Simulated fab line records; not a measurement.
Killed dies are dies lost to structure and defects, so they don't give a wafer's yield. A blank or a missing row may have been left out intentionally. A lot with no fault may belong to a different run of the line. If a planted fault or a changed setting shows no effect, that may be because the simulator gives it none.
Matching of chambers :: flow nand harc :: NHARC_A_STAIRCASE_ETCH_313 on rie diel-10: 4 sister chambers
The step etches the open film in CF4/CHF3. 8 wafers are shown with their chamber, then 7 later ones without.

== WAFERS, EACH WITH ITS CHAMBER ==
wafer: L076.1
chamber: 2
showerhead plenum p Torr (Torr): 1.61
drypump motor current A (A): 6.2

wafer: L074.4
chamber: 2
showerhead plenum p Torr (Torr): 1.61
drypump motor current A (A): 6.2

wafer: L077.6
chamber: 0
showerhead plenum p Torr (Torr): 1.62
drypump motor current A (A): 5.5

wafer: L081.1
chamber: 1
showerhead plenum p Torr (Torr): 1.53
drypump motor current A (A): 6.7

wafer: L081.2
chamber: 0
showerhead plenum p Torr (Torr): 1.62
drypump motor current A (A): 5.4

wafer: L081.4
chamber: 3
showerhead plenum p Torr (Torr): 1.51
drypump motor current A (A): 5.2

wafer: L085.2
chamber: 1
showerhead plenum p Torr (Torr): 1.52
drypump motor current A (A): 6.7

wafer: L085.3
chamber: 3
showerhead plenum p Torr (Torr): 1.51
drypump motor current A (A): 5.2

== WAFERS WITHOUT THEIR CHAMBER ==
wafer: L085.6
showerhead plenum p Torr (Torr): 1.62
drypump motor current A (A): 5.4

wafer: L082.2
showerhead plenum p Torr (Torr): 1.52
drypump motor current A (A): 6.7

wafer: L082.5
showerhead plenum p Torr (Torr): 1.62
drypump motor current A (A): 5.4

wafer: L082.6
showerhead plenum p Torr (Torr): 1.51
drypump motor current A (A): 5.2

wafer: L087.2
showerhead plenum p Torr (Torr): 1.62
drypump motor current A (A): 5.5

wafer: L087.4
showerhead plenum p Torr (Torr): 1.52
drypump motor current A (A): 6.7

wafer: L087.5
showerhead plenum p Torr (Torr): 1.62
drypump motor current A (A): 5.4

== WHICH CHAMBER EACH WENT THROUGH ==
wafer: L085.6
from the rows above: 0
in truth: 0

wafer: L082.2
from the rows above: 1
in truth: 1

wafer: L082.5
from the rows above: 0
in truth: 0

wafer: L082.6
from the rows above: 3
in truth: 3

wafer: L087.2
from the rows above: 0
in truth: 0

wafer: L087.4
from the rows above: 1
in truth: 1

wafer: L087.5
from the rows above: 0
in truth: 0
7 of 7 placed correctly. From these rows, 0 cannot be placed. Number placed wrongly: 0.
How it was worked out, from the rows above alone: a wafer's distance from a chamber is the root of the sum, over the readings, of the square of ((its reading less the chamber's mean) divided by the reading's scatter). The wafer belongs to the nearest chamber; if the next one is less than 2 further off, it can't be placed. A chamber's mean is the mean of its shown wafers. The scatter: take each reading less its chamber's mean, square it, sum over the shown wafers, divide by the number of wafers less the number of chambers, and take the root.
